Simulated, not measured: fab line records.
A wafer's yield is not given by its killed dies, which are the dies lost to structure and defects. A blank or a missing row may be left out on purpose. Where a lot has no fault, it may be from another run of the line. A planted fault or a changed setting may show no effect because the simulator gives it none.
Chamber matching	flow nand-harc	NHARC_P_BONDPAD_DESCUM_11 on rie-diel-04 has 4 sister chambers
The step chemistry O2, time 3 s. 4 wafers are shown with their chamber, then 10 later ones without.

== WAFERS, EACH WITH ITS CHAMBER ==
wafer	chamber	drypump-motor-current-A (A)
L075.5	2	5.8
L087.2	1	5.7
L091.1	0	5.9
L091.3	3	5.5

== WAFERS WITH NO CHAMBER GIVEN ==
wafer	drypump-motor-current-A (A)
L091.6	5.9
L094.1	6.0
L094.4	5.5
L094.6	5.8
L095.1	5.7
L095.3	5.9
L095.5	5.5
L096.3	5.9
L096.4	5.8
L096.5	5.8

== WHICH CHAMBER EACH WENT THROUGH ==
wafer	from the rows above	in truth
L091.6	0	0
L094.1	0	0
L094.4	3	3
L094.6	2	2
L095.1	1	1
L095.3	0	0
L095.5	3	3
L096.3	0	0
L096.4	2	2
L096.5	2	2
Correctly placed: 10 of 10. Left unplaced by these rows: 0. Number placed wrongly: 0.
How it was worked out, from the rows above alone: a wafer's distance from a chamber is the root of the sum, over the readings, of the square of ((its reading less the chamber's mean) divided by the reading's scatter). The wafer belongs to the nearest chamber; if the next one is less than 2 further off, it can't be placed. For every chamber, the mean is computed from those of its wafers that are shown. The scatter (one wafer shown for each chamber): square how far every hidden wafer sits from the nearest shown wafer, average those squares and take the square root.
